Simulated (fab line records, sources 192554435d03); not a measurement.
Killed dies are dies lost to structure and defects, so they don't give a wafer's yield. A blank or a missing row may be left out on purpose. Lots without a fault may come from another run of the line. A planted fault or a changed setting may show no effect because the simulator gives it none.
A struck lot beside a sound one | flow n5_finfet | 18 steps out of a route of 1938
Sound: wafers L334.1, L334.5, L334.6. Struck: wafers L346.4, L346.6. The cause comes at the end.
At each step with rows: each side's tool, then ch and its chambers, then its first start. Under that, the readings that differ: sound wafers | struck wafers | difference of the means | sigmas: that difference in standard deviations of wafers without a fault.
alike: readings whose means differ by less than 2 such deviations, and words and numbers that are the same on both sides. not compared: withheld readings, readings that some wafer has no value for, bounds like >300 that may hide the same value, and numbers for which the record gives no deviation and whose values overlap.
The two part at a step that has a row with sigmas, a row that says differs or no value, or rows on one side only. Numbers that don't overlap but have no deviation are shown without sigmas and don't part them. A reading that every wafer of one side lacks parts them only if that side has two wafers or more.

first, 3 steps without rows for these wafers: N5_HKMG_FIN_WET_ETCH_65 (etches a-Si in TMAH, stops on TiN, time 49 s, target depth 3 nm); N5_HKMG_FIN_WET_ETCH_81 (etches TiN in SC1, stops on HfO2, time 57 s, target depth 6 nm); N5_HKMG_FIN_WET_ETCH_82 (etches La2O3 in dHCl, stops on HfO2, target depth 2 nm, rinse time 30 s).
N5_HKMG_FIN_ALD_36: deposits TiN, target thk 1 nm, pulse time 1 s, purge time 3 s.
  sound on ald_metal-04 ch 1,2,3, day 4 02:43; struck on ald_metal-01 ch 1,3, day 7 03:46
  alike: heater_power_w, precursor_pulse_height_rel
  not compared: since_wet_clean_h
N5_HKMG_FIN_THK_MEAS_70: measures by xrf.
  sound on film_metro-02, day 4 03:00; struck on film_metro-02, day 7 04:03
  alike: HK_THK
N5_HKMG_FIN_PWFM_ALD_03: deposits TiN, target thk 2 nm, pulse time 1 s, purge time 3 s.
  sound on ald_metal-01 ch 0,1, day 4 03:02; struck on ald_metal-04 ch 2,3, day 7 04:05
  alike: heater_power_w, precursor_pulse_height_rel
  not compared: since_wet_clean_h
then, 6 steps without rows for these wafers: N5_HKMG_FIN_COAT_29 (time 60 s, resist thk 300 nm); N5_HKMG_FIN_COAT_30 (time 60 s, resist thk 35 nm); N5_HKMG_FIN_COAT_06 (resist thk 90 nm); N5_HKMG_FIN_EBR_08; N5_HKMG_FIN_SOFTBAKE_07 (time 60 s); N5_HKMG_FIN_EXPOSE_09 (exposes mask NWFM).
N5_HKMG_FIN_PEB_10: peb time 60 s.
  sound on litho_track-03 ch 0, day 4 03:48; struck on litho_track-01 ch 0, day 7 04:52
then, 1 step without rows for these wafers: N5_HKMG_FIN_DEVELOP_11 (develop time 30 s).
N5_HKMG_FIN_CD_MEAS_12: target cd 92.8 nm.
  sound on cd_sem-01 ch 0, day 4 03:52; struck on cd_sem-01 ch 0, day 7 04:56
  reading    | sound          | struck    | difference | sigmas
  cd_nm (nm) | 92.8 91.6 92.8 | 95.3 94.9 | +2.7       | +4
N5_HKMG_FIN_OVL_MEAS_13:
  sound on overlay-01 ch 0, day 4 03:54; struck on overlay-02 ch 0, day 7 04:58
  alike: NWFM_OVL
-- the record jumps here: 4 days lie between the struck wafers' starts before and after (it left off in module HKMG_FIN and takes up again in module BEOL_M4, whose first step shown is number 1111 of the route) --
N5_BEOL_M4_RC_MEAS_101:
  sound on prober-02 ch 0, day 7 19:30; struck on prober-02 ch 0, day 11 11:31
  reading       | sound          | struck    | difference | sigmas
  SS_N (mV/dec) | 72.2 72.3 72.4 | 70.9 70.8 | -1.5       | -2
  VT_N (mV)     | 249 244 248    | 256 252   | +7         | +2
  alike: DIBL_N, DIBL_P, IOFF_N, IOFF_P, ION_N, ION_P, SS_P, VT_P
N5_PASSIVATION_PROBE_49:
  the record has rows for the sound wafers here (prober-01, day 12 06:51) and none for the struck ones

WHERE THEY PART
First at N5_HKMG_FIN_CD_MEAS_12; last, within this record, at N5_PASSIVATION_PROBE_49.

WHY: what the simulator had put in
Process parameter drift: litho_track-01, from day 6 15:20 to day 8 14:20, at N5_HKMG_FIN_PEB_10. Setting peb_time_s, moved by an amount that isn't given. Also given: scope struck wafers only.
